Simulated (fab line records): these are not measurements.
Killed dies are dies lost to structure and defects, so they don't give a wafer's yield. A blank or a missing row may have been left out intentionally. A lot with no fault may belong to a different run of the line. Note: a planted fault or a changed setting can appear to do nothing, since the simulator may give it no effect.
Chamber matching ; flow n5_finfet ; N5_HKMG_FIN_STRIP_92 on rie_diel-04 has 4 sister chambers
The step strips SOC in N2/H2, time 20 s. 4 wafers are shown with their chamber, then 8 later ones without.

## EACH WAFER AND ITS CHAMBER
wafer;chamber;showerhead_plenum_p_Torr (Torr)
L092.1;3;3.27
L092.2;2;3.33
L092.4;1;3.43
L093.2;0;3.27

## WAFERS MISSING THEIR CHAMBER
wafer;showerhead_plenum_p_Torr (Torr)
L093.3;3.27
L093.4;3.43
L095.2;3.27
L095.5;3.26
L095.6;3.43
L096.4;3.32
L096.5;3.26
L096.6;3.27

## WHICH CHAMBER EACH WENT THROUGH
wafer;from the rows above;in truth
L093.3;can't be placed: 0 or 3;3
L093.4;1;1
L095.2;can't be placed: 0 or 3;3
L095.5;can't be placed: 0 or 3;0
L095.6;1;1
L096.4;2;2
L096.5;can't be placed: 0 or 3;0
L096.6;can't be placed: 0 or 3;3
Correct placement for 3 of the 8. Can't be placed from these rows: 5 (the true chamber is among the candidates in 5). 0 placed wrongly.
How it was worked out, from the rows above alone: a wafer's distance from a chamber is the root of the sum, over the readings, of the square of ((its reading less the chamber's mean) divided by the reading's scatter). If the next closest chamber is less than 2 further off than the closest, the wafer can't be placed; otherwise it belongs to the closest. The mean given for a chamber averages the wafers shown for that chamber. The scatter (one wafer shown for each chamber): square how far every hidden wafer sits from the nearest shown wafer, average those squares and take the square root.
